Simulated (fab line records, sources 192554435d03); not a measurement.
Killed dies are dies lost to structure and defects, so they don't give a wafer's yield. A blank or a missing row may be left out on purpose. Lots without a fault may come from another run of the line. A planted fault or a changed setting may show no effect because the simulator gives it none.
Split-lot experiment | flow n5_finfet | 7 lots, 17 wafers read, on a route of 1938 steps

THE SPLIT
At N5_BEOL_M3_SPUTTER_48 (material Cu, target thk 4.5 nm, time 8.29 s), the setting time_s was moved away from the recipe's 8.29 s on 4 of the 17 wafers read, by -12.1% to +11.8%. The other wafers ran this setting at the recipe's value.

The reading is taken at the split's own step.

THE READING
Cu_of_BEOL_M3_SPUTTER_48.thk_nm (the simulator's own value, which no gauge read), in nm, at N5_BEOL_M3_SPUTTER_48 (material Cu, target thk 4.5 nm, time 8.29 s). The file gives no usual value for it. The 13 wafers here that ran the recipe average 4.5 nm, standard deviation 0.13 nm.

wafer  | tool, chamber at the split | time_s as run, s | against the recipe | Cu_of_BEOL_M3_SPUTTER_48.thk_nm, nm | against lot-mates on the recipe
L075.1 | pvd_sputter-03, -          | 8.29             | recipe             | 4.2                                 | -
L075.5 | pvd_sputter-03, -          | 8.29             | recipe             | 4.4                                 | -
L075.6 | pvd_sputter-03, -          | 8.29             | recipe             | 4.4                                 | -
L076.1 | pvd_sputter-02, -          | 8.687            | +4.8%              | 5                                   | +0.6
L076.6 | pvd_sputter-02, -          | 8.29             | recipe             | 4.4                                 | -
L078.5 | pvd_sputter-02, -          | 9.268            | +11.8%             | 5                                   | +0.4
L078.6 | pvd_sputter-02, -          | 8.29             | recipe             | 4.6                                 | -
L081.2 | pvd_sputter-01, -          | 8.29             | recipe             | 4.6                                 | -
L081.5 | pvd_sputter-01, -          | 8.29             | recipe             | 4.6                                 | -
L081.4 | pvd_sputter-01, -          | 8.29             | recipe             | 4.4                                 | -
L085.1 | pvd_sputter-03, -          | 8.29             | recipe             | 4.6                                 | -
L085.3 | pvd_sputter-03, -          | 8.29             | recipe             | 4.6                                 | -
L090.1 | pvd_sputter-01, -          | 7.729            | -6.8%              | 4.2                                 | -0.4
L090.4 | pvd_sputter-01, -          | 8.29             | recipe             | 4.6                                 | -
L090.5 | pvd_sputter-01, -          | 8.29             | recipe             | 4.6                                 | -
L095.1 | pvd_sputter-03, -          | 8.29             | recipe             | 4.6                                 | -
L095.3 | pvd_sputter-03, -          | 7.289            | -12.1%             | 4                                   | -0.6

THE FIT
A straight line over all 17 wafers: Cu_of_BEOL_M3_SPUTTER_48.thk_nm changes by +0.0464 nm for each +1% of time_s; r = +0.85; the points scatter about the line by 0.14 nm.
The same after taking each lot's own level away (the mean of its wafers on the recipe; 17 wafers): +0.0496 nm for each +1%; r = +0.89; scatter 0.12 nm.
On that fit, the largest move of time_s shifts the reading by 0.6 nm.
The lots' own levels span 4.33 to 4.60 nm, that is 2.1 times the standard deviation above.
So the lot-to-lot level changes the slope little: the two slopes agree.
Check: with one of the wafers moved furthest among these (-12.1%) left out of the fit, the line predicts -0.587 nm for it against its lot-mates. It came out at -0.6 nm against them.

OTHER SPLITS ON THESE WAFERS
These wafers also went through other splits before the reading. Each is held against what the fit with the lots' levels taken away leaves over:
other split on the same wafers    | wafers away from the commonest value | r with Cu_of_BEOL_M3_SPUTTER_48.thk_nm (lot level and that fit taken away)
N5_GATE_CUT_COAT_07 spin_rpm      | 2                                    | -0.01
N5_MOL_CONTACT_COAG_ALD_27 time_s | 6                                    | -0.08
N5_BEOL_M0_SAQP_ETCH_107 bias_w   | 3                                    | -0.12
N5_BEOL_M0_CUTY_COAT_51 spin_rpm  | 8                                    | -0.39
N5_BEOL_M0_CUTY_DESCUM_61 time_s  | 6                                    | +0.37
N5_BEOL_M1_TRENCH_ETCH_37 bias_w  | 8                                    | -0.15
N5_BEOL_M2_TRENCH_ETCH_37 bias_w  | 6                                    | -0.38

THE FILE'S OWN FIT
Cu_of_BEOL_M3_SPUTTER_48.thk_nm changes by +0.05 nm for each +1% of time_s, r = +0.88.
